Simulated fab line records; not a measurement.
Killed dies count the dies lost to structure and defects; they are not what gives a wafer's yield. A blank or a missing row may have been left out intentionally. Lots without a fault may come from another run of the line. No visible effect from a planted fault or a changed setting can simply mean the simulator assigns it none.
Matching of chambers	flow n5-finfet	rie-diel-04 running N5_DUMMY_GATE_STRIP_41: 4 sister chambers
The step strips in O2. 16 wafers are shown with their chamber, then 8 later ones without.

== WAFERS WITH THEIR CHAMBER ==
wafer	chamber	drypump-motor-current-A (A)	throttle-valve-pct (%)	oes-product-au (a.u.)
L074.2	2	5.9	16.50	0.93
L074.3	1	5.5	16.99	0.72
L074.6	1	5.5	17.00	0.73
L076.2	2	5.9	16.52	0.91
L076.3	3	6.0	16.62	0.73
L076.5	1	5.4	17.00	0.73
L082.2	0	5.3	16.75	0.78
L082.3	1	5.4	17.01	0.72
L082.5	1	5.4	17.03	0.72
L084.1	1	5.4	17.04	0.71
L084.2	2	5.9	16.55	0.89
L084.4	0	5.3	16.76	0.77
L085.2	0	5.3	16.76	0.77
L085.3	3	6.0	16.65	0.71
L085.5	0	5.3	16.76	0.77
L089.4	3	6.0	16.67	0.71

SIGNATURES (averages over the wafers above)
reading	chamber 0	chamber 1	chamber 2	chamber 3	scatter within a chamber
drypump-motor-current-A	5.300	5.433	5.900	6.000	0.0333
throttle-valve-pct	16.7575	17.0117	16.5233	16.6467	0.0193
oes-product-au	0.7725	0.7217	0.9100	0.7167	0.0109
Rule: for a wafer and a chamber, the distance is found by dividing, reading by reading, the gap between the wafer's reading and the chamber's mean by the reading's scatter, squaring, summing and taking the root. If the next closest chamber is less than 2 further off than the closest, the wafer can't be placed; otherwise it belongs to the closest. The scatter: take each reading less its chamber's mean, square it, sum over the shown wafers, divide by the number of wafers less the number of chambers, and take the root.

== WAFERS WHOSE CHAMBER IS MISSING ==
wafer	drypump-motor-current-A (A)	throttle-valve-pct (%)	oes-product-au (a.u.)
L089.5	5.3	16.78	0.77
L089.6	6.0	16.67	0.70
L095.1	6.0	16.71	0.69
L095.2	5.5	17.08	0.70
L095.4	5.9	16.57	0.85
L096.2	6.0	16.70	0.69
L096.3	5.9	16.58	0.84
L096.5	5.9	16.59	0.85

== WHICH CHAMBER EACH ONE RAN IN ==
wafer	from the rows above	in truth
L089.5	0	0
L089.6	3	3
L095.1	3	3
L095.2	1	1
L095.4	2	2
L096.2	3	3
L096.3	2	2
L096.5	2	2
Placed correctly: 8 of 8. Left unplaced by these rows: 0. Number placed wrongly: 0.
